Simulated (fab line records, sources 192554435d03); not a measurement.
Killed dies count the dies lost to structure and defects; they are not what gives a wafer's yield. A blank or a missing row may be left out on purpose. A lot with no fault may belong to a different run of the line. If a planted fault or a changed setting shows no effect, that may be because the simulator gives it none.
Comparing a struck lot with a sound one	flow n5Finfet	16 steps out of a route of 1938
Sound: wafers L102.2, L102.4, L102.6. The struck wafers were L992.2, L992.5, L992.6. The cause is given at the end.
Each step with rows lists, per side, the tool, then ch with its chambers, then its first start. Under that, the readings that differ: sound wafers	struck wafers	difference of the means	sigmas: that difference in standard deviations of wafers without a fault.
alike: a reading whose means differ by less than 2 such deviations, as well as words and numbers matching on both sides. not compared: withheld readings; readings where some wafer has no value; bounds like >300 that might hide an equal value; numbers whose values overlap and for which the record gives no deviation.
The two part at a step that has a row with sigmas, a row that says differs or no value, or rows on one side only. When numbers do not overlap yet have no deviation, they are printed without sigmas and do not part them. A reading that every wafer of one side lacks parts them only if that side has two wafers or more.

first, 12 steps without rows for these wafers: N5_SDB_ETCH_18 (etches SOC in N2/H2, target depth 100 nm, overetch 20 nm, time 150 s); N5_SDB_STRIP_19 (strips in N2/H2); N5_SDB_STRIP_21 (strips in CF4); N5_SDB_HM_OPEN_20 (chemistry CH3F/O2, target SiNx, stops on poly-Si, target depth 24 nm); N5_SDB_STRIP_22 (strips in N2/H2); N5_SDB_PRECLEAN_23 (cleans in dHF, time 30 s); N5_SDB_DUMMY_REMOVE_24 (chemistry TMAH, target poly-Si, stops on SiO2, target depth 142 nm, time 57 s, rinse time 30 s); N5_SDB_ETCH_25 (etches SiO2 in C4F6/O2, target depth 10 nm, time 3.3 s); N5_SDB_CUT_ETCH_26 (etches Si in HBr/Cl2/O2, target depth 129.6 nm, bt time 20 s, time 51.8 s); N5_SDB_PRECLEAN_38 (cleans in dHF, time 10 s); N5_SDB_PRECLEAN_39 (cleans in O3/DIW, time 45 s); N5_SDB_SRD_28 (time 30 s).
N5_SDB_ALD_29: deposits SiNx, target thk 30 nm, pulse time 1 s, ald cycles 600.
  sound on aldSin-04 ch 0,2, day 9 11:11; struck on aldSin-02 ch 1,2,3, day 6 17:43
  no value came back on the struck wafers for aldCycles, chamberPressureTorr (Torr), heaterPowerW (W), precursorPulseHeightRel; on the sound wafers aldCycles reads 600 600 600
  not compared: sinceWetCleanH
N5_SDB_CMP_30: polishes, stops on poly-Si, t overpolish 1.54 s, target thk 30 nm.
  sound on cmp-01 ch 1,3, day 9 13:55; struck on cmp-02 ch 0,2,3, day 6 20:32
reading	sound	struck	difference	sigmas
timeToEndpointS (s)	18.6 16.1 16.6	7.8 5.8 9.8	-9.3	-4
  alike: motorCurrentA
  not compared: padLifeWafers
N5_BEOL_M4_RC_MEAS_101:
  the record has rows for the sound wafers here (prober-02 ch 0, day 13 16:10) and none for the struck ones
-- a jump in the record: the struck wafers' starts before and after are 9 days apart (it breaks off in module BEOL_M4 and resumes in module PASSIVATION, where the first step shown is number 1936 of the route) --
N5_PASSIVATION_PROBE_49:
  sound on prober-02 at day 18 05:39; struck on prober-02 at day 15 11:58
reading	sound	struck	difference	sigmas
defectLimitedYield (%)	92.3 92.2 93.6	0 0 0	-93	-66
killedAtFrontEnd	38 22 25	1112 1139 1111	+1092	+91
killedDies	91 92 76	1180 1180 1180	+1094	+68
killedOnRim	7 14 9	152 152 152	+142	+37
sort_bin_5_function (%)	4.1 4.2 4.1	95.8 96.9 96.0	+92.1	+96
sortNPass	1089 1088 1104	0 0 0	-1094	-68
sortYieldPct (%)	92.3 92.2 93.6	0 0 0	-93	-66
  alike: killed_at_M0_to_M3, killed_at_M4_up, killedAtContacts, killedAtOther, killedOpen, killedShort, sort_bin_6_memory

== WHERE THEY PART ==
First at N5_SDB_ALD_29; last, within this record, at N5_PASSIVATION_PROBE_49.

WHY: what had been put in by the simulator
Step skipped in full: aldSin-02, at N5_SDB_ALD_29, from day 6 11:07 onward. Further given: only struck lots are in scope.
